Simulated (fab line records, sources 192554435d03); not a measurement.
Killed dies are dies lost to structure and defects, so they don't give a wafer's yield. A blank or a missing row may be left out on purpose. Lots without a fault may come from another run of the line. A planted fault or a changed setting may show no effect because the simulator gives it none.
One fault seen from 2 desks | flow n5_finfet | each desk has only its own numbers; what lay behind them comes last

THE DEFECT DESK
What the inspections along the route counted, lot by lot: means of the sampled wafers that have a number. A lot is out of limits, marked OUT, if its mean lies more than 4 standard deviations from the usual mean; the brackets give that distance.
Columns: A = raw_defect_count at N5_BEOL_M10_INSPECT_58, usual 66
lot  | first seen here | A
L724 | day 11 00:27    | 70
L722 | day 11 01:16    | 42
L725 | day 11 04:55    | 80
L726 | day 11 13:28    | 47
L729 | day 12 03:17    | 53
L728 | day 12 04:51    | 61
L727 | day 12 11:41    | 57
L734 | day 13 23:27    | 78
L737 | day 14 04:03    | 55
L738 | day 14 12:43    | 57
L736 | day 14 16:40    | 63
This desk's finding: nothing out of limits on any of the 11 lots.

THE METROLOGY DESK
What the gauges read, lot by lot, whatever tool the lot ran on: means of the sampled wafers that have a number. A lot is out of limits, marked OUT, if its mean lies more than 4 standard deviations from the usual mean; the brackets give that distance.
Columns: A = M10_THK at N5_BEOL_M10_THK_MEAS_53, usual 142.1 nm
lot  | first seen here | A
L724 | day 11 00:17    | 144.8
L722 | day 11 01:06    | 140.2
L725 | day 11 04:46    | 143.5
L726 | day 11 13:18    | 144.6
L729 | day 12 03:08    | 139.3
L728 | day 12 04:41    | 142.8
L727 | day 12 11:31    | 145.0
L734 | day 13 23:17    | 143.9
L737 | day 14 03:53    | 142.6
L738 | day 14 12:34    | 142.6
L736 | day 14 16:30    | 137.8
This desk's finding: nothing out of limits on any of the 11 lots.

PUT TOGETHER
The defect desk saw nothing out of limits.
The metrology desk saw nothing out of limits.

WHAT THE SIMULATOR HAD PUT IN
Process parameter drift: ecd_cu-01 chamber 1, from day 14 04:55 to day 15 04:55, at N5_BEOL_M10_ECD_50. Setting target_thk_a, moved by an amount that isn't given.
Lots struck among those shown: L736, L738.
